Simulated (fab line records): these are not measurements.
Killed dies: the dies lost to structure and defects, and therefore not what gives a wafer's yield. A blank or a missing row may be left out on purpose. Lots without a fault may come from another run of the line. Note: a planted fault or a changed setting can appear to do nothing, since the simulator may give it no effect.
Matching of chambers / flow n5-finfet / N5_GATE_CUT_CMP_02 on cmp-01: 4 sister chambers
The step polishes, stops on SiO2, t overpolish 12.7 s, target thk 0 nm. 8 wafers are shown with their chamber, then 8 later ones without.

## EACH WAFER AND ITS CHAMBER
wafer=L082.1; chamber=0; motor-current-A (A)=11.5; time-to-endpoint-s (s)=22.7
wafer=L083.4; chamber=3; motor-current-A (A)=10.7; time-to-endpoint-s (s)=21.2
wafer=L086.5; chamber=3; motor-current-A (A)=10.1; time-to-endpoint-s (s)=22.7
wafer=L086.6; chamber=2; motor-current-A (A)=9.7; time-to-endpoint-s (s)=24.7
wafer=L090.2; chamber=0; motor-current-A (A)=10.7; time-to-endpoint-s (s)=26.6
wafer=L090.3; chamber=2; motor-current-A (A)=9.3; time-to-endpoint-s (s)=29.5
wafer=L090.6; chamber=1; motor-current-A (A)=8.3; time-to-endpoint-s (s)=28.2
wafer=L094.1; chamber=1; motor-current-A (A)=7.9; time-to-endpoint-s (s)=25.7

## WAFERS MISSING THEIR CHAMBER
wafer=L094.3; motor-current-A (A)=9.7; time-to-endpoint-s (s)=23.1
wafer=L094.4; motor-current-A (A)=10.0; time-to-endpoint-s (s)=26.4
wafer=L095.2; motor-current-A (A)=11.4; time-to-endpoint-s (s)=25.4
wafer=L095.4; motor-current-A (A)=8.5; time-to-endpoint-s (s)=27.3
wafer=L095.5; motor-current-A (A)=7.8; time-to-endpoint-s (s)=26.7
wafer=L096.1; motor-current-A (A)=8.7; time-to-endpoint-s (s)=24.7
wafer=L096.3; motor-current-A (A)=10.9; time-to-endpoint-s (s)=25.1
wafer=L096.6; motor-current-A (A)=9.7; time-to-endpoint-s (s)=24.5

## THE CHAMBER EACH PASSED THROUGH
wafer=L094.3; from the rows above=can't be placed: 2 or 3 or 0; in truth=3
wafer=L094.4; from the rows above=can't be placed: 2 or 3 or 0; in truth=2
wafer=L095.2; from the rows above=0; in truth=0
wafer=L095.4; from the rows above=can't be placed: 1 or 2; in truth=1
wafer=L095.5; from the rows above=1; in truth=1
wafer=L096.1; from the rows above=can't be placed: 1 or 2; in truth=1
wafer=L096.3; from the rows above=can't be placed: 0 or 3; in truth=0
wafer=L096.6; from the rows above=can't be placed: 2 or 3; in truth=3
Placed correctly: 2 of 8. From these rows, 6 cannot be placed; in 6 the true chamber is one of the candidates. Number placed wrongly: 0.
How it was worked out, from the rows above alone: a wafer's distance from a chamber is the root of the sum, over the readings, of the square of ((its reading less the chamber's mean) divided by the reading's scatter). The wafer belongs to the nearest chamber; if the next one is less than 2 further off, it can't be placed. For every chamber, the mean is computed from those of its wafers that are shown. The scatter is the square root of a quotient: the sum, over the shown wafers, of each reading's squared deviation from its chamber's mean, divided by wafers minus chambers.
